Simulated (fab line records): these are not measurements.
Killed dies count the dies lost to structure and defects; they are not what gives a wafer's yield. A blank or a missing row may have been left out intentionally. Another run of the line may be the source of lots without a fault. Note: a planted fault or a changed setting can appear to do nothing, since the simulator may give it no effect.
Which tool did it? | flow n5 finfet | 24 lots with 72 wafers sampled at 3 steps, on a route of 1938 steps

== WHAT THE GAUGES SHOWED, per wafer ==
N5_BEOL_M11_CD_MEAS_11 targets a cd of 64.1 nm. Usual: cd nm 64.2 nm, standard deviation 0.6.
lot  | measured     | on        | cd nm (nm)     | flag
L074 | day 10 12:30 | cd sem-02 | 64.5 64.4 64.6 |
L075 | day 10 18:11 | cd sem-02 | 63.9 64.7 65.0 |
L076 | day 11 07:31 | cd sem-01 | 63.7 63.7 64.8 |
L080 | day 11 16:53 | cd sem-02 | 63.9 64.5 64.3 |
L077 | day 11 17:06 | cd sem-02 | 65.0 64.2 63.9 |
L079 | day 11 17:23 | cd sem-01 | 65.1 65.0 64.8 |
L081 | day 11 20:52 | cd sem-02 | 63.3 63.2 64.4 |
L078 | day 12 01:10 | cd sem-02 | 63.6 64.0 63.9 |
L082 | day 12 07:09 | cd sem-02 | 64.5 64.3 63.3 |
L083 | day 12 15:37 | cd sem-01 | 64.5 64.1 64.8 |
L084 | day 12 22:55 | cd sem-02 | 63.9 64.0 64.4 |
L085 | day 13 16:01 | cd sem-01 | 65.4 64.3 63.9 |
L087 | day 13 17:26 | cd sem-01 | 64.4 63.7 63.4 |
L086 | day 14 00:25 | cd sem-03 | 64.9 64.2 64.0 |
L089 | day 14 01:38 | cd sem-03 | 64.4 63.3 64.4 |
L091 | day 14 04:44 | cd sem-02 | 63.3 64.6 64.8 |
L090 | day 14 08:37 | cd sem-01 | 64.4 64.1 63.9 |
L088 | day 14 09:44 | cd sem-02 | 63.7 63.9 64.0 |
L093 | day 14 15:58 | cd sem-01 | 64.3 64.5 63.9 |
L092 | day 15 13:02 | cd sem-01 | 63.9 64.7 65.4 |
L094 | day 15 13:04 | cd sem-03 | 63.4 62.8 63.5 |
L096 | day 16 08:43 | cd sem-02 | 64.7 64.6 64.8 |
L097 | day 16 13:01 | cd sem-01 | 64.0 63.3 63.9 |
L095 | day 16 12:59 | cd sem-03 | 64.2 64.6 64.6 |

== EACH LOT AND THE TOOL THAT RAN IT (in order: tool; ch and the chambers of the sampled wafers; start) ==
lot  | N5_BEOL_M10_CMP_52            | N5_BEOL_M10_DEP_56
L074 | cmp-01 ch 0,1,3, day 10 09:11 | pecvd-03 ch 0,1, day 10 09:31
L075 | cmp-01 ch 1,2,3, day 10 15:23 | pecvd-03 ch 0,1,2, day 10 15:42
L076 | cmp-04 ch 0,1,3, day 11 04:27 | pecvd-01 ch 1,2, day 11 04:44
L080 | cmp-04 ch 1,2,3, day 11 12:52 | pecvd-04 ch 1,2, day 11 13:11
L077 | cmp-01 ch 0,2,3, day 11 13:07 | pecvd-01 ch 0,1,2, day 11 13:21
L079 | cmp-04 ch 0,1,3, day 11 13:39 | pecvd-01 ch 1,2, day 11 14:01
L081 | cmp-04 ch 0,1,3, day 11 16:04 | pecvd-03 ch 1,2, day 11 16:21
L078 | cmp-01 ch 0,2,3, day 11 22:52 | pecvd-01 ch 0,1, day 11 23:07
L082 | cmp-01 ch 1,3, day 12 02:54   | pecvd-04 ch 0,1, day 12 03:13
L083 | cmp-01 ch 1,2,3, day 12 13:09 | pecvd-01 ch 0,1,2, day 12 13:26
L084 | cmp-01 ch 1,2, day 12 20:21   | pecvd-01 ch 0,2, day 12 20:40
L085 | cmp-01 ch 0,1,3, day 13 13:43 | pecvd-03 ch 0,2, day 13 14:02
L087 | cmp-02 ch 1,2, day 13 14:39   | pecvd-04 ch 0,1,2, day 13 14:59
L086 | cmp-02 ch 0,1,3, day 13 21:49 | pecvd-03 ch 0,1,2, day 13 22:11
L089 | cmp-04 ch 0,1,2, day 13 23:49 | pecvd-01 ch 1,2, day 14 00:10
L091 | cmp-04 ch 0,1, day 14 02:30   | pecvd-03 ch 0,1,2, day 14 02:52
L090 | cmp-04 ch 2,3, day 14 05:53   | pecvd-04 ch 1,2, day 14 06:14
L088 | cmp-02 ch 0,2,3, day 14 07:38 | pecvd-01 ch 0,1, day 14 07:55
L093 | cmp-02 ch 1,2, day 14 13:26   | pecvd-04 ch 0,2, day 14 13:47
L092 | cmp-04 ch 0,1,2, day 15 03:03 | pecvd-01 ch 0,1,2, day 15 03:19
L094 | cmp-04 ch 2,3, day 15 09:41   | pecvd-01 ch 0,1,2, day 15 10:02
L096 | cmp-02 ch 0,1, day 16 05:58   | pecvd-03 ch 0,1,2, day 16 06:19
L097 | cmp-02 ch 0,1, day 16 10:29   | pecvd-01 ch 0,1,2, day 16 10:50
L095 | cmp-04 ch 1,2,3, day 16 10:33 | pecvd-03 ch 1,2, day 16 10:55
- N5_BEOL_M10_CMP_52: polishes, stops on SiCOH lowk, t overpolish 7 s, target thk 140 nm.
- N5_BEOL_M10_DEP_56: deposits SiCN from 3MS/NH3, target thk 15 nm, time 26.5 s.

== AS READ BY THE TOOLS THEMSELVES (means over the sampled wafers that have a number; for cases with no such wafer, the mark the record gives instead) ==
N5_BEOL_M10_CMP_52. Usual: barrier field endpoint s 28.6 s, standard deviation 0.69; motor current A 6.1 A, standard deviation 0.45; overpolish run s 7.001 s, standard deviation 0.0091; slurry filter dp kPa 13.51 kPa, standard deviation 0.14; time to endpoint s 66 s, standard deviation 3.2.
lot  | tool   | barrier field endpoint s (s) | motor current A (A) | overpolish run s (s) | slurry filter dp kPa (kPa) | time to endpoint s (s) | flag
L074 | cmp-01 | 28.2                         | 5.8                 | 7.000                | 13.45                      | 67                     |
L075 | cmp-01 | 29.0                         | 6.3                 | 7.000                | 13.40                      | 68                     |
L076 | cmp-04 | 28.7                         | 6.1                 | 7.004                | 13.37                      | 65                     |
L080 | cmp-04 | 28.5                         | 6.4                 | 7.011                | 13.41                      | 68                     |
L077 | cmp-01 | 28.8                         | 6.1                 | 7.013                | 13.57                      | 70                     |
L079 | cmp-04 | 28.3                         | 6.1                 | 6.994                | 13.56                      | 66                     |
L081 | cmp-04 | 28.8                         | 6.1                 | 7.006                | 13.43                      | 63                     |
L078 | cmp-01 | 28.9                         | 6.0                 | 6.997                | 13.59                      | 68                     |
L082 | cmp-01 | 30.0                         | 6.1                 | 6.999                | 13.55                      | 69                     |
L083 | cmp-01 | 28.6                         | 6.1                 | 7.010                | 13.42                      | 69                     |
L084 | cmp-01 | 28.8                         | 6.5                 | 6.999                | 13.60                      | 67                     |
L085 | cmp-01 | 28.6                         | 6.0                 | 6.998                | 13.52                      | 65                     |
L087 | cmp-02 | 28.9                         | 6.3                 | 6.982                | 13.58                      | 65                     |
L086 | cmp-02 | 28.0                         | 6.1                 | 6.997                | 13.45                      | 64                     |
L089 | cmp-04 | 28.7                         | 6.2                 | 7.003                | 13.50                      | 63                     |
L091 | cmp-04 | 28.1                         | 6.3                 | 7.004                | 13.56                      | 64                     |
L090 | cmp-04 | 28.4                         | 6.2                 | 7.009                | 13.43                      | 63                     |
L088 | cmp-02 | 28.8                         | 6.2                 | 7.005                | 13.56                      | 66                     |
L093 | cmp-02 | 28.1                         | 6.2                 | 6.997                | 13.55                      | 68                     |
L092 | cmp-04 | 28.5                         | 6.2                 | 7.012                | 13.52                      | 64                     |
L094 | cmp-04 | 27.8                         | 6.2                 | 6.999                | 13.50                      | 62                     |
L096 | cmp-02 | 28.5                         | 6.2                 | 7.001                | 13.60                      | 65                     |
L097 | cmp-02 | 28.9                         | 6.2                 | 6.998                | 13.57                      | 67                     |
L095 | cmp-04 | 29.0                         | 6.5                 | 7.001                | 13.65                      | 64                     |

N5_BEOL_M10_DEP_56. Usual: showerhead plenum p Torr 3.667 Torr, standard deviation 0.012; throttle valve pct 9.3 %, standard deviation 0.64.
lot  | tool     | showerhead plenum p Torr (Torr) | throttle valve pct (%) | flag
L074 | pecvd-03 | 3.670                           | 8.8                    |
L075 | pecvd-03 | 3.678                           | 8.9                    |
L076 | pecvd-01 | 3.661                           | 9.7                    |
L080 | pecvd-04 | 3.674                           | 8.9                    |
L077 | pecvd-01 | 3.656                           | 9.4                    |
L079 | pecvd-01 | 3.666                           | 9.2                    |
L081 | pecvd-03 | 3.680                           | 8.9                    |
L078 | pecvd-01 | 3.660                           | 9.8                    |
L082 | pecvd-04 | 3.675                           | 10.0                   |
L083 | pecvd-01 | 3.665                           | 9.3                    |
L084 | pecvd-01 | 3.655                           | 8.9                    |
L085 | pecvd-03 | 3.662                           | 9.2                    |
L087 | pecvd-04 | 3.671                           | 9.4                    |
L086 | pecvd-03 | 3.671                           | 9.0                    |
L089 | pecvd-01 | 3.659                           | 9.2                    |
L091 | pecvd-03 | 3.677                           | 9.0                    |
L090 | pecvd-04 | 3.677                           | 8.9                    |
L088 | pecvd-01 | 3.663                           | 9.5                    |
L093 | pecvd-04 | 3.668                           | 9.1                    |
L092 | pecvd-01 | 3.656                           | 9.4                    |
L094 | pecvd-01 | 3.655                           | 9.3                    |
L096 | pecvd-03 | 3.671                           | 9.1                    |
L097 | pecvd-01 | 3.652                           | 9.5                    |
L095 | pecvd-03 | 3.680                           | 9.1                    |

== THE ANSWER, worked out from the rows above alone ==
Rule: lot off if the mean of its wafers having a number is beyond 3 standard deviations from the usual mean. A lot without any number at a reading at which 4 lots or more have one is off too. All remaining lots with rows at the step are treated as sound. First the gauges in route order, then the tools' own readings, where a lot's mean is used as printed above. The first step at which some lot is off is used, and at that step the reading that is off furthest; a lot without a number counts as furthest.
None of the lots is off at any reading shown; this tells nothing.

== WHAT THE SIMULATOR HAD INSERTED ==
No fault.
